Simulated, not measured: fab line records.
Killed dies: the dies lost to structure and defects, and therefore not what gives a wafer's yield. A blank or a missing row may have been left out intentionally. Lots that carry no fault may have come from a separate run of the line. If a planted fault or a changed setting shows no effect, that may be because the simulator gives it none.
Comparing a struck lot with a sound one :: flow nand harc :: 26 out of 1302 route steps
Sound: the wafers L214.2, L214.4, L214.5. Struck: wafers L211.1, L211.5, L211.6. The cause is given at the end.
At each step with rows: each side's tool, then ch and its chambers, then its first start. Under that, the readings that differ: sound wafers :: struck wafers :: difference of the means :: sigmas: that difference in standard deviations of wafers without a fault.
alike: words and numbers the same on both sides, and readings whose means are apart by under 2 such deviations; not compared: readings that were withheld, readings missing a value for some wafer, numbers with overlapping values and no deviation given by the record, and bounds like >300 which may hide the same value.
Wherever a step has rows on one side only, a row that says differs or no value, or a row with sigmas, the two part there. Non-overlapping numbers with no deviation appear without sigmas and do not part them. A reading missing from all wafers of one side parts the sides only when that side holds two or more wafers.

first, 8 steps without rows for these wafers: NHARC_A_CHANNEL_HOLE_D2_PEB_08 (peb time 65 s); NHARC_A_CHANNEL_HOLE_D2_DEVELOP_09 (develop time 35 s); NHARC_A_CHANNEL_HOLE_D2_DESCUM_15 (chemistry O2, time 3 s); NHARC_A_CHANNEL_HOLE_D2_ETCH_38 (etches the open film in CF4, target depth 39 nm, time 65 s); NHARC_A_CHANNEL_HOLE_D2_ETCH_39 (etches the open film in N2/H2, target depth 260 nm, time 325 s); NHARC_A_CHANNEL_HOLE_D2_ETCH_34 (etches the open film in CF4/CHF3, target depth 154 nm, time 77 s); NHARC_A_CHANNEL_HOLE_D2_ETCH_16 (etches the open film in O2/COS, target depth 3100 nm, time 806 s); NHARC_A_CHANNEL_HOLE_D2_ETCH_19 (etches the open film in C4F8/O2/Ar, time 34.5 s).
NHARC_A_CHANNEL_HOLE_D2_ETCH_20: etches the open film in C4F8/O2/Ar, time 361.9 s, target depth 1600 nm.
  sound on har etch-01 ch 0,1, day 16 18:52; struck on har etch-01 ch 0,1, day 16 06:17
  no value came back on the struck wafers for any of 6 readings (c4f8 flow sccm (sccm), chamber pressure mTorr (mTorr) and others); on the sound wafers c4f8 flow sccm (sccm) reads 88.80 89.62 88.99
  not compared: rf hours counter h
then, 10 steps without rows for these wafers: NHARC_A_CHANNEL_HOLE_D2_ETCH_21 (etches the open film in C4F8/O2/Ar, time 514.3 s, target depth 1600 nm); NHARC_A_CHANNEL_HOLE_D2_ETCH_22 (etches the open film in C4F8/O2/Ar, time 666.7 s, target depth 1600 nm); NHARC_A_CHANNEL_HOLE_D2_ETCH_23 (etches the open film in C4F8/O2/Ar, time 819 s, target depth 1600 nm); NHARC_A_CHANNEL_HOLE_D2_ETCH_24 (etches the open film in C4F8/O2/Ar, time 906.2 s, target depth 1500 nm); NHARC_A_CHANNEL_HOLE_D2_ETCH_25 (etches the open film in C4F8/O2/Ar, time 1040.2 s, target depth 1500 nm); NHARC_A_CHANNEL_HOLE_D2_ETCH_26 (etches the open film in C4F8/O2/Ar, time 224.1 s, target depth 300 nm); NHARC_A_CHANNEL_HOLE_D2_ETCH_27 (etches the open film in C4F8/O2/Ar, time 90 s, target depth 400 nm); NHARC_A_CHANNEL_HOLE_D2_STRIP_41 (strips in N2/H2); NHARC_A_CHANNEL_HOLE_D2_STRIP_42 (strips in CF4/CHF3); NHARC_A_CHANNEL_HOLE_D2_STRIP_43 (strips in O2/COS).
NHARC_A_CHANNEL_HOLE_D2_ETCH_44: etches the open film in CF4/O2, target depth 140 nm, overetch 14 nm, time 77 s.
  sound on rie diel-10 ch 0,1,2, day 16 23:25; struck on rie diel-06 ch 0,1,3, day 16 10:56
  alike: bias w, cf4 flow sccm, drypump motor current A, oes product au, rf vpp V, showerhead plenum p Torr, throttle valve pct
  not compared: rf hours counter h, model.A_CHANNEL_HOLE_D2.cd nm
then, 3 steps without rows for these wafers: NHARC_A_CHANNEL_HOLE_D2_STRIP_28 (strips in O2); NHARC_A_CHANNEL_HOLE_D2_PRECLEAN_29 (cleans in SC1); NHARC_A_CHANNEL_HOLE_D2_SRD_30.
NHARC_A_CHANNEL_HOLE_D2_CD_MEAS_31:
  sound on cd sem-02 at day 17 00:11; struck on cd sem-01 at day 16 11:43
reading: cd nm (nm)
sound: 89.3 91.2 91.1
struck: -0.2 1.1 2.4
difference: -89.4
sigmas: -64
NHARC_A_CHANNEL_HOLE_D2_XSEM_32:
  sound on xsem-02 ch 0, day 17 00:17; struck on xsem-02 ch 0, day 16 11:48
reading: bot cd nm (nm)
sound: 73.6 75.9 75.6
struck: 0.3 1.4 3.1
difference: -73.4
sigmas: -52

reading: bow nm (nm)
sound: 9.03 9.07 9.10
struck: 0.31 0.31 0.31
difference: -8.76
sigmas: -52
  alike: tilt deg
-- jump in the record: it breaks off in module A_CHANNEL_HOLE_D2 and resumes in module END (first step shown: number 1302 of the route), and 11 days separate the struck wafers' starts before and after --
NHARC_END_SORT_01:
  sound on prober-01 ch 0, day 28 00:21; struck on prober-01 ch 0, day 27 02:39
reading: killed at array
sound: 62 62 63
struck: 673 673 673
difference: +611
sigmas: +34

reading: killed dies
sound: 65 65 64
struck: 677 677 677
difference: +612
sigmas: +36

reading: killed short
sound: 2 2 1
struck: 6 3 7
difference: +4
sigmas: +2
  alike: killed at other, killed at periphery, killed open

## WHERE THEY PART
Earliest at NHARC_A_CHANNEL_HOLE_D2_ETCH_20; latest, in this record, at NHARC_END_SORT_01.

WHY: whatever the simulator had introduced
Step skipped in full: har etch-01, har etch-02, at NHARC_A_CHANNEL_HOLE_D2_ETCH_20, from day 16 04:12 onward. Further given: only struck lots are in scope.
